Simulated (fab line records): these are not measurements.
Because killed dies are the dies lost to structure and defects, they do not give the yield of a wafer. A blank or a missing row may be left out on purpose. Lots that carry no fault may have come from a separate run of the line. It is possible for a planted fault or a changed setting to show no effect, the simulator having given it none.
Chamber matching | flow nandHarc | 4 sister chambers for NHARC_A_CHANNEL_HOLE_D2_DESCUM_15 on rieDiel-01
The step chemistry O2, time 3 s. 14 wafers are shown with their chamber, then 7 later ones without.

## WAFERS PAIRED WITH THEIR CHAMBERS
wafer  | chamber | showerheadPlenumPTorr (Torr) | drypumpMotorCurrentA (A) | throttleValvePct (%)
L446.1 | 3       | 1.86                         | 6.5                      | 11.307
L446.4 | 2       | 1.92                         | 5.4                      | 11.302
L446.6 | 1       | 1.85                         | 5.5                      | 11.335
L450.1 | 2       | 1.92                         | 5.4                      | 11.311
L450.4 | 1       | 1.85                         | 5.5                      | 11.312
L450.6 | 3       | 1.86                         | 6.5                      | 11.309
L451.1 | 3       | 1.86                         | 6.5                      | 11.307
L451.3 | 1       | 1.85                         | 5.5                      | 11.301
L451.5 | 1       | 1.85                         | 5.6                      | 11.305
L457.2 | 1       | 1.85                         | 5.5                      | 11.309
L457.3 | 2       | 1.91                         | 5.4                      | 11.313
L457.5 | 1       | 1.85                         | 5.5                      | 11.306
L463.1 | 2       | 1.91                         | 5.4                      | 11.318
L463.5 | 0       | 2.04                         | 6.4                      | 11.326

SIGNATURES (averages over the wafers above)
reading               | chamber 0 | chamber 1 | chamber 2 | chamber 3 | scatter within a chamber
showerheadPlenumPTorr | 2.0400    | 1.8500    | 1.9150    | 1.8600    | 0.00316
drypumpMotorCurrentA  | 6.400     | 5.517     | 5.400     | 6.500     | 0.0289
throttleValvePct      | 11.32600  | 11.31133  | 11.31100  | 11.30767  | 0.00937
Rule: distance of a wafer from a chamber = root of the sum over the readings of ((wafer's reading minus chamber's mean) / reading's scatter) squared. If the next closest chamber is less than 2 further off than the closest, the wafer can't be placed; otherwise it belongs to the closest. The scatter: the root of (the sum of the squares of (reading less its chamber's mean) over the shown wafers, divided by (wafers less chambers)).

## WAFERS WITHOUT THEIR CHAMBER
wafer  | showerheadPlenumPTorr (Torr) | drypumpMotorCurrentA (A) | throttleValvePct (%)
L463.6 | 1.86                         | 6.5                      | 11.312
L464.2 | 2.04                         | 6.4                      | 11.310
L464.3 | 1.86                         | 6.5                      | 11.309
L464.5 | 2.04                         | 6.4                      | 11.322
L465.3 | 2.04                         | 6.4                      | 11.311
L465.4 | 1.91                         | 5.4                      | 11.307
L465.5 | 1.86                         | 6.5                      | 11.312

## WHICH CHAMBER EACH ONE RAN IN
wafer  | from the rows above | in truth
L463.6 | 3                   | 3
L464.2 | 0                   | 0
L464.3 | 3                   | 3
L464.5 | 0                   | 0
L465.3 | 0                   | 0
L465.4 | 2                   | 2
L465.5 | 3                   | 3
Correctly placed: 7 of 7. Can't be placed from these rows: 0. Wrongly placed: 0.
